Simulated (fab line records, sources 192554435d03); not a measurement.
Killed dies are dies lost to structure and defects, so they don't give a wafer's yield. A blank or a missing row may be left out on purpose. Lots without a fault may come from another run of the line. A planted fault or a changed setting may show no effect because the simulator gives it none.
fab line records | flow n5_finfet
record lots=4 wafers=12 last_day=18
route steps=1938 shown FIN_SAQP@142 FIN_CUT@154 BEOL_M4@1111
lots that met no fault: from a run of the same line without faults
start_h: hours from the record's first day to the start of the lot's first wafer shown | wait_h: hours since the lot's step before | " the same as in the row above | L1.1+2: a row that stands for several wafers | - no value, or no start given | * or withheld: withheld | < > ~ a bound
route shown NAME@n: a module of which the file shows steps, and the number in the route of the first | usual: mean/standard deviation of fault-free wafers | same: alike in all rows | chamber/n: place in a boat | sites: the reading at each site | _std_site: their standard deviation | _edge_site: outer sites' mean less inner sites' | radius_mm: how far each site lies from the wafer's centre | mask NAME#n: copy n | behind: the tool/chamber that last shaped the wafer | hold: why the lot was held/for how many hours/how that ended | device: the transistor (n, p or np) that didn't switch | end of line: the same wafers' tests at the end of the route | a step without rows: its recipe alone | killed: dies lost to structure and defects at the first sort, not the wafer's yield | map: a wafer's dies, x killed, . not, _ none there
set.NAME: the setting as run; set.NAME@STEP: as run at that earlier step | model.NAME: the simulator's own value behind a step, which no gauge read
lots at some steps of the route; a table a step, a row a wafer
services: from which hour (start_h, from the record's first day; less than 0 if before it) a tool's chamber was out of use, for how many hours, and why
## steps
# step N5_FIN_SAQP_HM_OPEN_33
# recipe chemistry=CH3F/O2 target=SiNx mask_material=SiO2 target_depth_a=494 time_s=70.6 pressure_mtorr=30 source_w=395 bias_w=73 Ar_flow_sccm=150 CH3F_flow_sccm=30 O2_flow_sccm=20 ion_energy_ev=120 ends=cleared
# step N5_FIN_SAQP_ETCH_34
# recipe chemistry=C4F6/O2 target=SiO2 target_depth_a=450 time_s=15 ion_energy_ev=250 pressure_mtorr=30 source_w=345 bias_w=185 Ar_flow_sccm=300 C4F6_flow_sccm=10 O2_flow_sccm=10 ends=cleared
# step N5_FIN_SAQP_STRIP_77
# recipe chemistry=N2/H2 time_s=90 power_w=100 temp_c=40 pressure_mtorr=100 rf_frequency_hz=6e+07 bias_power_w=3 n2_flow_sccm=300 h2_flow_sccm=300
# step N5_FIN_SAQP_ETCH_64
# recipe chemistry=CF4 target=SiO2 target_depth_a=15 ion_energy_ev=350 pressure_mtorr=10 icp_w=800 bias_w=400 cf4_flow_sccm=80
# step N5_FIN_SAQP_FIN_ETCH_36
# recipe chemistry=HBr/Cl2/O2 target_depth_a=1200 mask_material=SiNx time_s=50.4 bias_w=102 pressure_mtorr=10 icp_w=800 HBr_flow_sccm=150 Cl2_flow_sccm=80 O2_flow_sccm=12
# step N5_FIN_SAQP_PRECLEAN_38
# recipe chemistry=O3/DIW time_s=45 temp_c=22 o3_ppm=10
# step N5_FIN_SAQP_PRECLEAN_45
# recipe chemistry=dHF time_s=10 dilution=500:1 temp_c=25
# step N5_FIN_SAQP_SRD_39
# recipe dry=ipa_marangoni time_s=30 temp_c=23 rinse_liquid=diw
# step N5_FIN_CUT_COAT_18
# recipe resist=SOC temp_c=250 time_s=60 spin_rpm=1500 resist_thk_nm=230
# usual heater_power_total_W=500.5/1.7 plate_temp_C=249.95/0.18
# columns lot.wafer tool chamber start_h wait_h heater_power_total_W plate_temp_C model.SOC_of_FIN_CUT_COAT_18.thk_nm
L708.1 litho_track-05 0 102.58 0.0 499.5 249.87 229.8
L708.2 " 0 " " 501.0 249.90 230
L708.6 " 0 " " 498.2 250.10 230.2
L712.2 litho_track-05 0 122.46 0.0 397.8 207.09 241.4
L712.4 " 0 " " 395.7 207.10 241.6
L712.5 " 0 " " 398.5 207.11 241.4
L715.1 litho_track-05 0 141.26 0.0 396.9 207.27 241.6
L715.4 " 0 " " 397.0 207.45 241.6
L715.5 " 0 " " 399.0 207.62 242
L716.1 litho_track-01 0 147.62 0.0 498.8 250.01 229.6
L716.2 " 0 " " 501.4 249.95 229.8
L716.6 " 0 " " 498.7 249.85 230
# step N5_FIN_CUT_COAT_19
# recipe resist=SiARC temp_c=220 time_s=60 spin_rpm=1500 resist_thk_nm=20
# step N5_FIN_CUT_COAT_29
# recipe resist=underlayer temp_c=205 time_s=60 spin_rpm=1500 resist_thk_nm=10
# step N5_FIN_CUT_COAT_02
# recipe resist=CAR-EUV spin_rpm=1500 resist_thk_nm=30
# step N5_FIN_CUT_EBR_04
# recipe solvent=PGMEA ebr_width_mm=1.5
# step N5_FIN_CUT_SOFTBAKE_03
# recipe temp_c=110 time_s=60 resist=CAR-EUV
# step N5_FIN_CUT_EXPOSE_05
# recipe mask_id=FIN_CUT na=0.33 source_shape=annular sigma_inner=0.35 sigma_outer=0.8 polarization=unpolarized dose_mj=45.75
# step N5_FIN_CUT_PEB_06
# recipe peb_temp_c=100 peb_time_s=60 resist=CAR-EUV
# step N5_FIN_CUT_DEVELOP_07
# recipe develop_time_s=30 developer=TMAH resist=CAR-EUV rinse_liquid=surfactant_rinse dry=air_spin dev_temp_c=23
# step N5_FIN_CUT_DESCUM_13
# recipe chemistry=O2 time_s=7 source_power_w=50 bias_power_w=20 pressure_mtorr=20 rf_frequency_hz=2.712e+07 temp_c=40 resist=CAR-EUV o2_flow_sccm=225
# step N5_FIN_CUT_ETCH_30
# recipe chemistry=N2/H2 target=underlayer target_depth_a=130 mask_material=CAR-EUV time_s=10.4 ion_energy_ev=200 pressure_mtorr=30 source_w=840 bias_w=150 n2_flow_sccm=200 h2_flow_sccm=200 ends=cleared
# step N5_FIN_CUT_ETCH_20
# recipe chemistry=CF4 target=SiARC target_depth_a=260 mask_material=CAR-EUV time_s=43.3 ion_energy_ev=80 pressure_mtorr=40 source_w=545 bias_w=36 Ar_flow_sccm=100 cf4_flow_sccm=100 ends=cleared
# step N5_FIN_CUT_ETCH_21
# recipe chemistry=N2/H2 target=SOC target_depth_a=2190 overetch_a=438 mask_material=SiARC temp_c=40 ion_energy_ev=100 bias_w=61 time_s=523.5 pressure_mtorr=30 source_w=850 n2_flow_sccm=200 h2_flow_sccm=200
# usual drypump_motor_current_A=5.8/0.72 n2_flow_sccm=200.0/0.64 oes_product_au=0.70/0.06 rf_fwd_power_W=848.6/2.3 rf_vpp_V=240.8/1.4 showerhead_plenum_p_Torr=2.55/0.098 throttle_valve_pct=17.87/0.18
# columns lot.wafer tool chamber start_h wait_h drypump_motor_current_A n2_flow_sccm oes_product_au rf_fwd_power_W rf_hours_counter_h rf_vpp_V showerhead_plenum_p_Torr throttle_valve_pct model.etch.depth_nm
L708.1 rie_diel-01 3 103.06 0.0 4.7 200.0 0.67 849.1 202 240.9 2.52 18.07 229.9
L708.2 " 0 " " 5.0 200.2 0.73 846.8 134 242.7 2.65 18.01 229.9
L708.6 " 3 " " 4.8 199.7 0.66 850.1 - 240.6 2.52 18.06 230.3
L712.2 rie_diel-06 2 122.95 0.0 6.5 199.6 0.63 850.5 249 240.4 2.51 17.89 226.9
L712.4 " 0 " " 6.4 200.2 0.77 843.7 55 242.9 2.69 17.48 227.1
L712.5 " 2 " " 6.5 199.6 0.63 850.2 - 241.7 2.51 17.87 226.9
L715.1 rie_diel-05 1 141.87 0.0 6.7 199.8 0.68 848.7 146 238.4 2.43 17.91 227.1
L715.4 " 3 " " 5.0 199.2 0.87 851.3 6 242.8 2.73 17.76 227.2
L715.5 " 1 " " 6.7 199.3 0.69 844.8 - 238.6 2.43 17.93 227.5
L716.1 rie_diel-01 3 148.11 0.0 4.7 198.6 0.66 850.5 215 238.8 2.51 18.11 229.6
L716.2 " 1 " " 5.2 200.8 0.64 850.4 216 241.1 2.61 17.75 229.8
L716.6 " 2 " " 5.6 200.4 0.71 855.1 - 241.6 2.53 17.90 229.9
# step N5_FIN_CUT_STRIP_23
# recipe chemistry=N2/H2 temp_c=40 n2_flow_sccm=200 h2_flow_sccm=200 rf_frequency_hz=6e+07
# step N5_FIN_CUT_STRIP_31
# recipe chemistry=N2/H2 temp_c=40 n2_flow_sccm=200 h2_flow_sccm=200 rf_frequency_hz=6e+07
# step N5_FIN_CUT_STRIP_24
# recipe chemistry=CF4 resist=SiARC power_w=300 bias_power_w=75 pressure_mtorr=50 cf4_flow_sccm=150 rf_frequency_hz=6e+07
# step N5_FIN_CUT_CUT_ETCH_26
# recipe chemistry=CH3F/O2 target=SiNx target_depth_a=390 mask_material=SOC time_s=55.7 pressure_mtorr=30 source_w=395 bias_w=73 Ar_flow_sccm=150 CH3F_flow_sccm=30 O2_flow_sccm=20 ion_energy_ev=120
# step N5_FIN_CUT_CUT_ETCH_27
# recipe chemistry=CHF3/O2 target=SiO2 target_depth_a=40 mask_material=SOC overetch_a=20 time_s=4.9 pressure_mtorr=30 source_w=650 bias_w=170 Ar_flow_sccm=200 CHF3_flow_sccm=50 O2_flow_sccm=5 ion_energy_ev=200
# step N5_FIN_CUT_PRECLEAN_35
# recipe time_s=13.3 temp_c=45 pressure_torr=125 p_hf_torr=3 p_coreactant_torr=25 chemistry=vHF
# step N5_FIN_CUT_CUT_ETCH_15
# recipe chemistry=HBr/Cl2/O2 target=Si target_depth_a=1000 bt_time_s=10 mask_material=SOC time_s=42.4 ion_energy_ev=* bias_w=* pressure_mtorr=10 icp_w=800 HBr_flow_sccm=150 Cl2_flow_sccm=80 O2_flow_sccm=12
# step N5_FIN_CUT_CUT_ETCH_28
# recipe chemistry=HBr/Cl2/O2 target=Si target_depth_a=60 mask_material=SOC time_s=2.4 ion_energy_ev=* bias_w=* pressure_mtorr=10 icp_w=800 HBr_flow_sccm=150 Cl2_flow_sccm=80 O2_flow_sccm=12
# usual drypump_motor_current_A=5.6/0.61 mfc_cl2_sccm=79.99/0.23 oes_product_au=1.003/0.014 rf_fwd_power_W=* throttle_valve_pct=37.3/0.39
# columns lot.wafer tool chamber start_h wait_h drypump_motor_current_A mfc_cl2_sccm oes_product_au rf_fwd_power_W rf_hours_counter_h throttle_valve_pct model.SOC_of_FIN_CUT_COAT_18.thk_nm
L708.1 rie_si-03 3 103.66 0.0 6.7 79.93 0.994 * 98 37.6 168.8
L708.2 " 0 " " 4.9 79.55 0.987 * 90 37.1 168.8
L708.6 " 1 " " 5.3 80.24 1.001 * - 37.0 168.4
L712.2 rie_si-03 3 123.54 0.0 6.7 80.04 0.989 * 99 37.6 166.2
L712.4 " 0 " " 5.0 80.02 0.984 * 90 37.1 165.6
L712.5 " 1 " " 5.3 80.26 1.008 * - 37.0 165.4
L715.1 rie_si-03 3 142.46 0.0 6.7 79.94 1.004 * 99 37.6 166
L715.4 " 0 " " 4.9 80.19 0.991 * 91 37.1 165.4
L715.5 " 1 " " 5.3 79.63 0.999 * - 37.0 165.8
L716.1 rie_si-05 0 148.71 0.0 5.5 79.64 0.993 * 33 36.9 168.2
L716.2 " 1 " " 5.4 79.95 1.006 * 43 37.2 166.6
L716.6 " 3 " " 5.1 80.41 1.004 * - 38.2 168.4
# step N5_FIN_CUT_STRIP_22
# recipe chemistry=N2/H2 power_w=500 temp_c=40 pressure_mtorr=50 rf_frequency_hz=6e+07 overash_fraction=0.3 bias_power_w=8 h2_frac=0.5 n2_flow_sccm=300 h2_flow_sccm=300
# step N5_BEOL_M4_RC_MEAS_101
# usual DIBL_N=36.3/1.9 DIBL_P=36.0/2.1 IOFF_N=0.16/0.031 IOFF_P=0.21/0.035 ION_N=675/14 ION_P=464/8.5 SS_N=71.5/0.6 SS_P=73.3/0.72 VT_N=250/3.2 VT_P=-250/3.1
# columns lot.wafer tool chamber start_h wait_h DIBL_N[mV/V] DIBL_P[mV/V] IOFF_N[nA/um] IOFF_P[nA/um] ION_N[uA/um] ION_P[uA/um] SS_N[mV/dec] SS_P[mV/dec] VT_N[mV] VT_P[mV]
L716.1 prober-01 0 289.37 0.0 38.2 40.3 0.19 0.22 681 458 71.8 74.0 248 -253
L716.2 " 0 " " 36.4 38.6 0.17 0.20 702 473 72.0 73.6 248 -253
L716.6 " 0 " " 36.3 37.3 0.16 0.18 688 464 71.4 73.4 247 -255
L712.2 prober-02 0 295.45 0.2 34.9 34.0 0.13 0.17 667 461 71.4 73.6 251 -250
L712.4 " 0 " " 37.8 38.2 0.19 0.25 690 475 71.7 74.8 247 -247
L712.5 " 0 " " 38.5 38.7 0.20 0.25 696 476 72.1 74.2 244 -245
L715.1 prober-01 0 320.86 0.0 35.8 37.3 0.17 0.23 676 462 71.7 73.7 249 -248
L715.4 " 0 " " 35.9 37.6 0.17 0.23 662 460 71.7 74.1 251 -249
L715.5 " 0 " " 36.2 36.0 0.17 0.21 665 456 72.4 73.4 251 -252
L708.1 prober-01 0 326.65 0.0 35.8 34.8 0.16 0.22 689 470 71.8 72.6 247 -246
L708.2 " 0 " " 35.5 34.5 0.15 0.20 668 456 72.2 72.9 249 -249
L708.6 " 0 " " 36.1 37.3 0.18 0.26 683 474 71.6 72.8 247 -248
## services
# columns tool chamber start_h hours kind
rie_diel-05 3 93.56 - clean
rie_diel-05 3 93.56 - consumable_replace:focus_ring
rie_diel-05 3 93.56 - consumable_replace:showerhead
rie_diel-05 3 93.56 27.5 scheduled_down
rie_diel-05 3 93.56 27.5 vent_cycle
litho_track-05 - 95.21 - consumable_replace:filter
litho_track-05 - 101.90 - consumable_replace:filter
rie_si-03 0 125.66 9.2 repair
rie_diel-06 2 128.02 - clean
rie_diel-06 2 128.02 - consumable_replace:focus_ring
rie_diel-06 2 128.02 22.3 scheduled_down
rie_diel-06 2 128.02 22.3 vent_cycle
rie_si-03 - 129.77 0.4 repair
## key
first_sign step=N5_FIN_CUT_COAT_18 reading=plate_temp_C direction=down sigmas=99+ usual=* struck=*
effect step=N5_FIN_CUT_COAT_18 reading=heater_power_total_W direction=down sigmas=61 usual=* struck=*
model_effect step=N5_FIN_CUT_COAT_18 value=SOC_of_FIN_CUT_COAT_18.thk_nm without=231 struck=241.6
model_effect step=N5_FIN_CUT_ETCH_21 value=etch.depth_nm without=231 struck=227.1
model_effect step=N5_FIN_CUT_CUT_ETCH_28 value=SOC_of_FIN_CUT_COAT_18.thk_nm without=169.6 struck=165.7
met_at N5_FIN_CUT_COAT_18
struck_wafers L712.2,L712.4,L712.5,L715.1,L715.4,L715.5
onset_between 102.58 122.46
fault kind=process_parameter_drift tool=litho_track-05 chamber=- onset_h=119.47 steps=N5_FIN_CUT_COAT_18 channel=temp_c offset=* shape=step end_h=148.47 acts_in=* stated=*
